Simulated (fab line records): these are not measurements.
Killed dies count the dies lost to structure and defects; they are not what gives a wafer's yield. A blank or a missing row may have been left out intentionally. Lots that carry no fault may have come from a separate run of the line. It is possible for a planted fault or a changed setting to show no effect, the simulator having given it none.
Matching of chambers | flow n5_finfet | N5_BEOL_M0_SAQP_SPACER1_ALD_98 on ald_sin-01 has 4 sister chambers
The step deposits SiO2, target thk 12.8 nm, pulse time 1 s, purge time 2 s. 4 wafers are shown with their chamber, then 8 later ones without.

== EACH WAFER AND ITS CHAMBER ==
wafer  | chamber | heater_power_w (W)
L084.5 | 0       | 522
L087.2 | 1       | 488
L087.5 | 2       | 476
L090.2 | 3       | 476

== WAFERS WHOSE CHAMBER IS MISSING ==
wafer  | heater_power_w (W)
L090.5 | 494
L090.6 | 525
L095.1 | 467
L095.4 | 526
L095.6 | 470
L097.1 | 501
L097.3 | 526
L097.6 | 472

== WHICH CHAMBER EACH WENT THROUGH ==
wafer  | from the rows above               | in truth
L090.5 | can't be placed: 1 or 2 or 3      | 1
L090.6 | 0                                 | 0
L095.1 | can't be placed: 2 or 3 or 1      | 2
L095.4 | 0                                 | 0
L095.6 | can't be placed: 2 or 3 or 1      | 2
L097.1 | can't be placed: 1 or 0 or 2 or 3 | 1
L097.3 | 0                                 | 0
L097.6 | can't be placed: 2 or 3 or 1      | 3
Placed correctly: 3 of 8. Cannot be placed on the basis of these rows: 5; the candidates contain the true chamber in 5. Wrongly placed: 0.
How it was worked out, from the rows above alone: a wafer's distance from a chamber is the root of the sum, over the readings, of the square of ((its reading less the chamber's mean) divided by the reading's scatter). The wafer belongs to the nearest chamber; if the next one is less than 2 further off, it can't be placed. For every chamber, the mean is computed from those of its wafers that are shown. The scatter: root of mean squared gap, hidden wafer to nearest shown wafer, with one shown wafer a chamber.
